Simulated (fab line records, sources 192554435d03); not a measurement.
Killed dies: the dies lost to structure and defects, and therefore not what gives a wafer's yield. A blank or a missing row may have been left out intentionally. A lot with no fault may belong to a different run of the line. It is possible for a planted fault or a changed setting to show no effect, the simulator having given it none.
Matching of chambers / flow n5 finfet / 4 sister chambers for N5_BEOL_M9_DESCUM_16 on rie diel-03
The step chemistry O2, time 7.9 s. 24 wafers are shown with their chamber, then 12 later ones without.

== WAFERS PAIRED WITH THEIR CHAMBERS ==
wafer=L074.2; chamber=3; showerhead plenum p Torr (Torr)=1.92; drypump motor current A (A)=5.2; rf vpp V (V)=241.5
wafer=L074.5; chamber=2; showerhead plenum p Torr (Torr)=2.18; drypump motor current A (A)=5.2; rf vpp V (V)=243.1
wafer=L074.6; chamber=1; showerhead plenum p Torr (Torr)=2.17; drypump motor current A (A)=5.5; rf vpp V (V)=242.5
wafer=L079.1; chamber=0; showerhead plenum p Torr (Torr)=2.16; drypump motor current A (A)=5.4; rf vpp V (V)=243.5
wafer=L079.4; chamber=2; showerhead plenum p Torr (Torr)=2.18; drypump motor current A (A)=5.1; rf vpp V (V)=246.0
wafer=L079.6; chamber=3; showerhead plenum p Torr (Torr)=1.92; drypump motor current A (A)=5.2; rf vpp V (V)=239.4
wafer=L081.1; chamber=0; showerhead plenum p Torr (Torr)=2.16; drypump motor current A (A)=5.4; rf vpp V (V)=242.8
wafer=L081.4; chamber=2; showerhead plenum p Torr (Torr)=2.18; drypump motor current A (A)=5.2; rf vpp V (V)=245.0
wafer=L081.6; chamber=1; showerhead plenum p Torr (Torr)=2.17; drypump motor current A (A)=5.4; rf vpp V (V)=244.2
wafer=L083.1; chamber=3; showerhead plenum p Torr (Torr)=1.92; drypump motor current A (A)=5.2; rf vpp V (V)=241.4
wafer=L083.2; chamber=0; showerhead plenum p Torr (Torr)=2.16; drypump motor current A (A)=5.4; rf vpp V (V)=243.6
wafer=L083.4; chamber=3; showerhead plenum p Torr (Torr)=1.92; drypump motor current A (A)=5.2; rf vpp V (V)=241.8
wafer=L085.2; chamber=3; showerhead plenum p Torr (Torr)=1.92; drypump motor current A (A)=5.2; rf vpp V (V)=241.2
wafer=L085.4; chamber=1; showerhead plenum p Torr (Torr)=2.16; drypump motor current A (A)=5.4; rf vpp V (V)=243.6
wafer=L085.6; chamber=3; showerhead plenum p Torr (Torr)=1.92; drypump motor current A (A)=5.2; rf vpp V (V)=241.2
wafer=L086.1; chamber=2; showerhead plenum p Torr (Torr)=2.18; drypump motor current A (A)=5.1; rf vpp V (V)=244.9
wafer=L086.2; chamber=3; showerhead plenum p Torr (Torr)=1.92; drypump motor current A (A)=5.2; rf vpp V (V)=241.7
wafer=L086.4; chamber=2; showerhead plenum p Torr (Torr)=2.18; drypump motor current A (A)=5.1; rf vpp V (V)=242.5
wafer=L087.2; chamber=3; showerhead plenum p Torr (Torr)=1.92; drypump motor current A (A)=5.2; rf vpp V (V)=239.9
wafer=L087.5; chamber=1; showerhead plenum p Torr (Torr)=2.16; drypump motor current A (A)=5.5; rf vpp V (V)=244.2
wafer=L087.6; chamber=0; showerhead plenum p Torr (Torr)=2.15; drypump motor current A (A)=5.4; rf vpp V (V)=244.0
wafer=L090.1; chamber=3; showerhead plenum p Torr (Torr)=1.92; drypump motor current A (A)=5.2; rf vpp V (V)=239.3
wafer=L090.3; chamber=0; showerhead plenum p Torr (Torr)=2.15; drypump motor current A (A)=5.3; rf vpp V (V)=242.9
wafer=L090.6; chamber=0; showerhead plenum p Torr (Torr)=2.15; drypump motor current A (A)=5.4; rf vpp V (V)=243.3

SIGNATURES, as means of the wafers listed above
reading=showerhead plenum p Torr; chamber 0=2.1550; chamber 1=2.1650; chamber 2=2.1800; chamber 3=1.9200; scatter within a chamber=0.00354
reading=drypump motor current A; chamber 0=5.383; chamber 1=5.450; chamber 2=5.140; chamber 3=5.200; scatter within a chamber=0.0389
reading=rf vpp V; chamber 0=243.350; chamber 1=243.625; chamber 2=244.300; chamber 3=240.822; scatter within a chamber=0.984
Rule: for each reading, subtract the chamber's mean from the wafer's reading, divide by that reading's scatter and square the result; add these up over the readings and take the root, which gives the wafer's distance from the chamber. If the next closest chamber is less than 2 further off than the closest, the wafer can't be placed; otherwise it belongs to the closest. The scatter is the square root of a quotient: the sum, over the shown wafers, of each reading's squared deviation from its chamber's mean, divided by wafers minus chambers.

== WAFERS MISSING THEIR CHAMBER ==
wafer=L093.1; showerhead plenum p Torr (Torr)=2.16; drypump motor current A (A)=5.4; rf vpp V (V)=244.8
wafer=L093.4; showerhead plenum p Torr (Torr)=2.15; drypump motor current A (A)=5.4; rf vpp V (V)=244.4
wafer=L093.5; showerhead plenum p Torr (Torr)=1.91; drypump motor current A (A)=5.3; rf vpp V (V)=239.6
wafer=L094.2; showerhead plenum p Torr (Torr)=2.16; drypump motor current A (A)=5.5; rf vpp V (V)=245.1
wafer=L094.3; showerhead plenum p Torr (Torr)=2.17; drypump motor current A (A)=5.2; rf vpp V (V)=244.8
wafer=L094.4; showerhead plenum p Torr (Torr)=2.15; drypump motor current A (A)=5.4; rf vpp V (V)=243.6
wafer=L095.1; showerhead plenum p Torr (Torr)=2.16; drypump motor current A (A)=5.4; rf vpp V (V)=244.6
wafer=L095.3; showerhead plenum p Torr (Torr)=1.91; drypump motor current A (A)=5.3; rf vpp V (V)=239.6
wafer=L095.4; showerhead plenum p Torr (Torr)=2.15; drypump motor current A (A)=5.4; rf vpp V (V)=244.0
wafer=L097.1; showerhead plenum p Torr (Torr)=1.91; drypump motor current A (A)=5.2; rf vpp V (V)=239.0
wafer=L097.4; showerhead plenum p Torr (Torr)=2.16; drypump motor current A (A)=5.4; rf vpp V (V)=243.2
wafer=L097.5; showerhead plenum p Torr (Torr)=2.16; drypump motor current A (A)=5.4; rf vpp V (V)=244.4

== EACH ONE'S CHAMBER ==
wafer=L093.1; from the rows above=can't be placed: 0 or 1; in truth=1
wafer=L093.4; from the rows above=0; in truth=0
wafer=L093.5; from the rows above=3; in truth=3
wafer=L094.2; from the rows above=can't be placed: 1 or 0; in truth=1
wafer=L094.3; from the rows above=2; in truth=2
wafer=L094.4; from the rows above=0; in truth=0
wafer=L095.1; from the rows above=can't be placed: 0 or 1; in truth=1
wafer=L095.3; from the rows above=3; in truth=3
wafer=L095.4; from the rows above=0; in truth=0
wafer=L097.1; from the rows above=3; in truth=3
wafer=L097.4; from the rows above=can't be placed: 0 or 1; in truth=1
wafer=L097.5; from the rows above=can't be placed: 0 or 1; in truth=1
Correct placement for 7 of the 12. Unplaceable from these rows: 5, with the true chamber sitting among the candidates in 5. Placed wrongly: 0.
